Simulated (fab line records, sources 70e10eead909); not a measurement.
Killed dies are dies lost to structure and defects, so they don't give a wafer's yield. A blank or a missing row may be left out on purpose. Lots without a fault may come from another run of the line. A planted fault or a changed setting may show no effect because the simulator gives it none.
Chamber matching | flow nand_harc | NHARC_A_STAIRCASE_STRIP_476 on rie_diel-03: 4 sister chambers
The step strips in O2, time 20 s. 8 wafers are shown with their chamber, then 9 later ones without.

WAFERS WITH THEIR CHAMBER
wafer  | chamber | drypump_motor_current_A (A) | showerhead_plenum_p_Torr (Torr)
L080.2 | 0       | 5.6                         | 3.67
L085.5 | 0       | 5.6                         | 3.66
L086.1 | 1       | 4.9                         | 3.62
L086.2 | 2       | 5.7                         | 3.70
L086.3 | 3       | 6.8                         | 3.48
L093.1 | 1       | 4.9                         | 3.61
L093.3 | 2       | 5.6                         | 3.70
L093.6 | 3       | 6.8                         | 3.47

WAFERS WITHOUT THEIR CHAMBER
wafer  | drypump_motor_current_A (A) | showerhead_plenum_p_Torr (Torr)
L090.1 | 5.6                         | 3.70
L090.4 | 5.6                         | 3.66
L090.5 | 4.9                         | 3.61
L094.2 | 6.8                         | 3.47
L094.3 | 5.6                         | 3.69
L094.4 | 5.6                         | 3.65
L096.1 | 5.7                         | 3.69
L096.5 | 6.7                         | 3.47
L096.6 | 5.7                         | 3.69

WHICH CHAMBER EACH WENT THROUGH
wafer  | from the rows above     | in truth
L090.1 | 2                       | 2
L090.4 | 0                       | 0
L090.5 | 1                       | 1
L094.2 | 3                       | 3
L094.3 | can't be placed: 2 or 0 | 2
L094.4 | 0                       | 0
L096.1 | 2                       | 2
L096.5 | 3                       | 3
L096.6 | 2                       | 2
Placed correctly: 8 of 9. Can't be placed from these rows: 1 (the true chamber is among the candidates in 1). Placed wrongly: 0.
How it was worked out, from the rows above alone: a wafer's distance from a chamber is the root of the sum, over the readings, of the square of ((its reading less the chamber's mean) divided by the reading's scatter). The wafer belongs to the nearest chamber; if the next one is less than 2 further off, it can't be placed. A chamber's mean is the mean of its shown wafers. The scatter: the root of (the sum of the squares of (reading less its chamber's mean) over the shown wafers, divided by (wafers less chambers)).
